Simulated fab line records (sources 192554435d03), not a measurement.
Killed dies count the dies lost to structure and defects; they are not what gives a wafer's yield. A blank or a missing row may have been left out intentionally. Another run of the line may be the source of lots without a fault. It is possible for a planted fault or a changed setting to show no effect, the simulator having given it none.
Which tool was responsible? | flow n5_finfet | Sampling: 24 lots, 72 wafers, 5 of 1938 route steps

## WHAT THE GAUGES SHOWED, per wafer
N5_BEOL_M5_INSPECT_13: inspects for defects (brightfield).
lot  | measured     | on                | raw_defect_count
L074 | day 7 22:35  | defect_inspect-02 | 306 291 363
L075 | day 8 04:05  | defect_inspect-01 | 280 383 382
L076 | day 8 11:20  | defect_inspect-01 | 354 548 386
L077 | day 8 23:09  | defect_inspect-02 | 310 303 493
L078 | day 9 01:17  | defect_inspect-01 | 430 454 411
L080 | day 9 15:20  | defect_inspect-01 | 504 403 364
L079 | day 9 15:27  | defect_inspect-01 | 344 379 358
L081 | day 9 20:02  | defect_inspect-01 | 402 380 242
L083 | day 10 06:46 | defect_inspect-02 | 201 221 303
L082 | day 10 06:34 | defect_inspect-01 | 461 295 327
L084 | day 10 21:48 | defect_inspect-01 | 633 622 426
L085 | day 10 22:25 | defect_inspect-02 | 384 404 344
L086 | day 11 01:08 | defect_inspect-01 | 440 409 452
L087 | day 11 01:39 | defect_inspect-01 | 356 416 384
L088 | day 11 06:37 | defect_inspect-02 | 580 371 312
L089 | day 12 05:06 | defect_inspect-01 | 321 294 349
L090 | day 12 08:36 | defect_inspect-01 | 304 338 462
L091 | day 12 08:40 | defect_inspect-02 | 541 464 296
L092 | day 13 01:05 | defect_inspect-01 | 372 385 329
L095 | day 13 09:40 | defect_inspect-02 | 462 407 336
L093 | day 13 12:53 | defect_inspect-02 | 282 316 500
L094 | day 13 15:55 | defect_inspect-01 | 403 327 332
L097 | day 13 16:28 | defect_inspect-02 | 344 492 298
L096 | day 13 19:26 | defect_inspect-01 | 428 334 346

## WHICH TOOL RAN EACH LOT (tool, then ch and the chambers of the sampled wafers, then the start)
lot  | N5_BEOL_M4_HM_OPEN_17             | N5_BEOL_M4_DESCUM_33               | N5_BEOL_M4_ALD_98                 | N5_BEOL_M4_SPUTTER_81
L074 | rie_metal-01 ch 0,1, day 7 14:13  | rie_diel-03 ch 0,2,3, day 7 14:58  | ald_sin-01 ch 0,1,2, day 7 15:26  | pvd_sputter-02, day 7 17:29
L075 | rie_metal-02 ch 0, day 7 17:03    | rie_diel-03 ch 0,3, day 7 17:47    | ald_sin-04 ch 0,2,3, day 7 17:56  | pvd_sputter-03, day 7 22:53
L076 | rie_metal-03 ch 0,1, day 7 23:14  | rie_diel-04 ch 1,2,3, day 7 23:52  | ald_sin-02 ch 0,2,3, day 8 00:00  | pvd_sputter-03, day 8 04:44
L077 | rie_metal-02 ch 0,1, day 8 07:37  | rie_diel-04 ch 0,1,3, day 8 08:22  | ald_sin-01 ch 1,2,3, day 8 08:40  | pvd_sputter-01, day 8 16:18
L078 | rie_metal-03 ch 0,1, day 8 11:51  | rie_diel-03 ch 1,2,3, day 8 12:29  | ald_sin-04 ch 0,1,3, day 8 12:58  | pvd_sputter-01, day 8 20:37
L080 | rie_metal-03 ch 0,1, day 9 02:40  | rie_diel-04 ch 1,2,3, day 9 03:44  | ald_sin-02 ch 0,1,3, day 9 03:52  | pvd_sputter-02, day 9 09:53
L079 | rie_metal-01 ch 1, day 9 02:58    | rie_diel-03 ch 0,1,3, day 9 03:44  | ald_sin-02 ch 0,2,3, day 9 03:58  | pvd_sputter-03, day 9 10:10
L081 | rie_metal-03 ch 0,1, day 9 08:08  | rie_diel-06 ch 1,2,3, day 9 08:47  | ald_sin-04 ch 0,1,3, day 9 08:56  | pvd_sputter-01, day 9 14:39
L083 | rie_metal-01 ch 0,1, day 9 16:42  | rie_diel-04 ch 2,3, day 9 17:40    | ald_sin-04 ch 1,2,3, day 9 17:47  | pvd_sputter-02, day 10 01:33
L082 | rie_metal-02 ch 1, day 9 21:01    | rie_diel-04 ch 2,3, day 9 22:04    | ald_sin-01 ch 0,2,3, day 9 22:38  | pvd_sputter-01, day 10 01:29
L084 | rie_metal-03 ch 0,1, day 10 08:55 | rie_diel-04 ch 1,2, day 10 09:45   | ald_sin-04 ch 0,1,2, day 10 09:53 | pvd_sputter-03, day 10 15:23
L085 | rie_metal-01 ch 0,1, day 10 09:51 | rie_diel-03 ch 2,3, day 10 10:59   | ald_sin-02 ch 0,3, day 10 11:07   | pvd_sputter-02, day 10 17:48
L086 | rie_metal-02 ch 0,1, day 10 13:02 | rie_diel-03 ch 0,1,3, day 10 13:41 | ald_sin-01 ch 0,2,3, day 10 13:55 | pvd_sputter-02, day 10 19:38
L087 | rie_metal-01 ch 0,1, day 10 14:10 | rie_diel-06 ch 0,1,2, day 10 14:47 | ald_sin-01 ch 0,2,3, day 10 14:55 | pvd_sputter-03, day 10 19:52
L088 | rie_metal-01 ch 0,1, day 10 21:56 | rie_diel-06 ch 1,2,3, day 10 22:51 | ald_sin-01 ch 0,1, day 10 22:59   | pvd_sputter-01, day 11 01:29
L089 | rie_metal-01 ch 0,1, day 11 07:08 | rie_diel-03 ch 2,3, day 11 07:45   | ald_sin-01 ch 0,3, day 11 07:53   | pvd_sputter-03, day 11 22:25
L090 | rie_metal-02 ch 0,1, day 11 17:28 | rie_diel-06 ch 0,1,3, day 11 18:40 | ald_sin-04 ch 0,1,3, day 11 18:53 | pvd_sputter-03, day 12 01:28
L091 | rie_metal-02 ch 0,1, day 11 20:24 | rie_diel-03 ch 0,2,3, day 11 21:10 | ald_sin-04 ch 1,2,3, day 11 21:17 | pvd_sputter-02, day 12 01:36
L092 | rie_metal-03 ch 0,1, day 12 15:32 | rie_diel-06 ch 0,3, day 12 16:17   | ald_sin-04 ch 0,2,3, day 12 16:32 | pvd_sputter-02, day 12 19:55
L095 | rie_metal-02 ch 1, day 12 23:38   | rie_diel-04 ch 0,2, day 13 00:23   | ald_sin-02 ch 1,2, day 13 00:43   | pvd_sputter-02, day 13 03:53
L093 | rie_metal-01 ch 1, day 13 03:25   | rie_diel-06 ch 1,3, day 13 04:11   | ald_sin-04 ch 1,2, day 13 04:20   | pvd_sputter-01, day 13 07:27
L094 | rie_metal-02 ch 0,1, day 13 03:38 | rie_diel-03 ch 1,3, day 13 04:18   | ald_sin-01 ch 2,3, day 13 04:37   | pvd_sputter-02, day 13 10:38
L097 | rie_metal-01 ch 0,1, day 13 04:14 | rie_diel-06 ch 1,3, day 13 04:59   | ald_sin-04 ch 0,2, day 13 05:07   | pvd_sputter-01, day 13 11:25
L096 | rie_metal-03 ch 0,1, day 13 05:38 | rie_diel-04 ch 0,2,3, day 13 06:26 | ald_sin-02 ch 0,3, day 13 06:34   | pvd_sputter-02, day 13 12:49
- N5_BEOL_M4_HM_OPEN_17: chemistry Cl2/BCl3, target TiN, target depth 20 nm, overetch 6 nm.
- N5_BEOL_M4_DESCUM_33: chemistry O2, time 7 s.
- N5_BEOL_M4_ALD_98: deposits SiO2, target thk 2.5 nm, pulse time 1 s, co reactant pulse time 1 s.
- N5_BEOL_M4_SPUTTER_81: material Cu, target thk 4.5 nm, time 8.29 s.

## AS READ BY THE TOOLS THEMSELVES (means over the sampled wafers that have a number; for cases with no such wafer, the mark the record gives instead)
N5_BEOL_M4_HM_OPEN_17.
lot  | tool         | bcl3_flow_sccm (sccm) | bias_w (W) | drypump_motor_current_A (A) | he_backside_leak_sccm (sccm) | mfc_ar_sccm (sccm) | oes_product_au (a.u.) | throttle_valve_pct (%)
L074 | rie_metal-01 | 21.74                 | 126.5      | 6.0                         | 3.42                         | 25.06              | 0.76                  | 22.15
L075 | rie_metal-02 | 21.82                 | 126.1      | 6.3                         | 3.26                         | 25.07              | 0.77                  | 22.21
L076 | rie_metal-03 | 21.63                 | 126.1      | 5.6                         | 3.26                         | 25.01              | 0.57                  | 22.31
L077 | rie_metal-02 | 21.68                 | 125.8      | 6.4                         | 3.26                         | 24.97              | 0.66                  | 22.16
L078 | rie_metal-03 | 21.74                 | 125.8      | 5.6                         | 3.45                         | 25.04              | 0.59                  | 22.26
L080 | rie_metal-03 | 21.70                 | 126.1      | 5.6                         | 3.39                         | 25.02              | 0.56                  | 22.30
L079 | rie_metal-01 | 21.79                 | 125.9      | 6.1                         | 3.49                         | 25.03              | 0.74                  | 22.37
L081 | rie_metal-03 | 21.75                 | 126.3      | 5.6                         | 3.43                         | 25.05              | 0.59                  | 22.26
L083 | rie_metal-01 | 21.79                 | 125.6      | 5.8                         | 3.42                         | 24.99              | 0.75                  | 21.93
L082 | rie_metal-02 | 21.70                 | 125.9      | 6.5                         | 3.21                         | 24.89              | 0.59                  | 22.15
L084 | rie_metal-03 | 21.83                 | 126.0      | 5.6                         | 3.33                         | 25.01              | 0.57                  | 22.29
L085 | rie_metal-01 | 21.72                 | 125.9      | 6.0                         | 3.22                         | 25.00              | 0.74                  | 22.14
L086 | rie_metal-02 | 21.80                 | 126.1      | 6.4                         | 3.25                         | 25.04              | 0.70                  | 22.19
L087 | rie_metal-01 | 21.68                 | 125.8      | 5.8                         | 3.39                         | 24.95              | 0.74                  | 21.92
L088 | rie_metal-01 | 21.73                 | 126.2      | 5.8                         | 3.32                         | 24.96              | 0.73                  | 21.93
L089 | rie_metal-01 | 21.72                 | 126.2      | 6.0                         | 3.43                         | 25.04              | 0.72                  | 22.16
L090 | rie_metal-02 | 21.73                 | 126.1      | 6.4                         | 3.12                         | 25.03              | 0.69                  | 22.20
L091 | rie_metal-02 | 21.80                 | 126.2      | 6.4                         | 3.32                         | 25.00              | 0.64                  | 22.16
L092 | rie_metal-03 | 21.79                 | 126.2      | 5.6                         | 3.33                         | 25.04              | 0.67                  | 22.12
L095 | rie_metal-02 | 21.78                 | 125.7      | 6.5                         | 3.34                         | 24.90              | 0.59                  | 22.14
L093 | rie_metal-01 | 21.83                 | 125.9      | 6.1                         | 3.48                         | 24.90              | 0.72                  | 22.39
L094 | rie_metal-02 | 21.76                 | 125.8      | 6.4                         | 3.29                         | 24.96              | 0.67                  | 22.21
L097 | rie_metal-01 | 21.73                 | 126.0      | 5.8                         | 3.41                         | 25.00              | 0.72                  | 21.94
L096 | rie_metal-03 | 21.77                 | 125.9      | 5.6                         | 3.21                         | 24.99              | 0.74                  | 22.02

N5_BEOL_M4_DESCUM_33.
lot  | tool        | drypump_motor_current_A (A) | oes_product_au (a.u.) | rf_vpp_V (V) | showerhead_plenum_p_Torr (Torr) | throttle_valve_pct (%)
L074 | rie_diel-03 | 5.4                         | 0.93                  | 244.7        | 2.15                            | 20.27
L075 | rie_diel-03 | 6.0                         | 0.93                  | 245.5        | 2.20                            | 20.26
L076 | rie_diel-04 | 5.9                         | 0.81                  | 241.6        | 2.06                            | 20.54
L077 | rie_diel-04 | 5.8                         | 0.83                  | 241.8        | 2.04                            | 20.48
L078 | rie_diel-03 | 5.9                         | 0.83                  | 243.5        | 2.08                            | 20.27
L080 | rie_diel-04 | 5.9                         | 0.79                  | 241.9        | 2.06                            | 20.55
L079 | rie_diel-03 | 6.0                         | 0.82                  | 243.2        | 2.11                            | 20.47
L081 | rie_diel-06 | 5.6                         | 0.82                  | 242.9        | 2.01                            | 20.49
L083 | rie_diel-04 | 5.7                         | 0.79                  | 242.6        | 2.05                            | 20.68
L082 | rie_diel-04 | 5.8                         | 0.79                  | 242.1        | 2.05                            | 20.68
L084 | rie_diel-04 | 6.0                         | 0.73                  | 242.0        | 2.04                            | 20.50
L085 | rie_diel-03 | 5.9                         | 0.88                  | 244.6        | 2.16                            | 20.11
L086 | rie_diel-03 | 6.0                         | 0.81                  | 243.0        | 2.10                            | 20.48
L087 | rie_diel-06 | 5.1                         | 0.77                  | 242.2        | 2.00                            | 20.46
L088 | rie_diel-06 | 5.6                         | 0.80                  | 241.8        | 2.01                            | 20.51
L089 | rie_diel-03 | 5.9                         | 0.88                  | 243.1        | 2.16                            | 20.13
L090 | rie_diel-06 | 5.6                         | 0.84                  | 242.5        | 2.03                            | 20.45
L091 | rie_diel-03 | 5.4                         | 0.86                  | 243.6        | 2.13                            | 20.33
L092 | rie_diel-06 | 5.6                         | 0.83                  | 242.6        | 2.03                            | 20.47
L095 | rie_diel-04 | 5.7                         | 0.87                  | 242.6        | 2.02                            | 20.25
L093 | rie_diel-06 | 5.4                         | 0.81                  | 241.7        | 2.01                            | 20.46
L094 | rie_diel-03 | 6.5                         | 0.92                  | 246.2        | 2.21                            | 20.24
L097 | rie_diel-06 | 5.5                         | 0.81                  | 242.6        | 2.01                            | 20.46
L096 | rie_diel-04 | 5.7                         | 0.82                  | 241.9        | 2.03                            | 20.46

N5_BEOL_M4_ALD_98.
lot  | tool       | heater_power_w (W) | precursor_pulse_height_rel
L074 | ald_sin-01 | 76                 | 1.003
L075 | ald_sin-04 | 75                 | 0.990
L076 | ald_sin-02 | 72                 | 1.008
L077 | ald_sin-01 | 78                 | 0.989
L078 | ald_sin-04 | 76                 | 1.016
L080 | ald_sin-02 | 72                 | 1.004
L079 | ald_sin-02 | 72                 | 1.015
L081 | ald_sin-04 | 77                 | 1.017
L083 | ald_sin-04 | 82                 | 1.022
L082 | ald_sin-01 | 81                 | 1.002
L084 | ald_sin-04 | 75                 | 1.009
L085 | ald_sin-02 | 72                 | 0.992
L086 | ald_sin-01 | 82                 | 1.012
L087 | ald_sin-01 | 83                 | 0.977
L088 | ald_sin-01 | 75                 | 1.003
L089 | ald_sin-01 | 82                 | 0.997
L090 | ald_sin-04 | 77                 | 1.000
L091 | ald_sin-04 | 83                 | 0.998
L092 | ald_sin-04 | 77                 | 0.994
L095 | ald_sin-02 | 73                 | 1.000
L093 | ald_sin-04 | 83                 | 0.992
L094 | ald_sin-01 | 86                 | 0.991
L097 | ald_sin-04 | 68                 | 0.997
L096 | ald_sin-02 | 70                 | 0.965

N5_BEOL_M4_SPUTTER_81.
lot  | tool           | throttle_valve_pct (%)
L074 | pvd_sputter-02 | 30.3
L075 | pvd_sputter-03 | 29.4
L076 | pvd_sputter-03 | 30.3
L077 | pvd_sputter-01 | 30.2
L078 | pvd_sputter-01 | 29.9
L080 | pvd_sputter-02 | 30.7
L079 | pvd_sputter-03 | 30.5
L081 | pvd_sputter-01 | 29.8
L083 | pvd_sputter-02 | 31.0
L082 | pvd_sputter-01 | 29.8
L084 | pvd_sputter-03 | 30.5
L085 | pvd_sputter-02 | 30.9
L086 | pvd_sputter-02 | 30.5
L087 | pvd_sputter-03 | 30.6
L088 | pvd_sputter-01 | 30.1
L089 | pvd_sputter-03 | 30.5
L090 | pvd_sputter-03 | 29.9
L091 | pvd_sputter-02 | 30.7
L092 | pvd_sputter-02 | 30.4
L095 | pvd_sputter-02 | 30.1
L093 | pvd_sputter-01 | 29.9
L094 | pvd_sputter-02 | 30.0
L097 | pvd_sputter-01 | 29.9
L096 | pvd_sputter-02 | 30.6

## THE ANSWER, worked out from the rows above alone
Rule: what is usual is taken from the lots themselves. The widest of any qualifying gaps counts: lots, ordered by their means at a reading, are off when they make up no more than a third of the lots, leave a main group of 4 or more, and stand apart from it by 3 or more times the standard deviation of that group's means. If all means in a main group match to the digits the tables above print for the reading, that group is not used. Also off: a lot with no number at a reading for which 4 or more lots have one. The other lots that the step has rows for count as sound. First the gauges in route order, then the tools' own readings, where a lot's mean is used as printed above. The first step at which some lot is off is used, and at that step the reading that is off furthest; a lot without a number counts as furthest.
Nothing can be told from this: no lot is off at any reading shown.

## WHAT THE SIMULATOR HAD INSERTED
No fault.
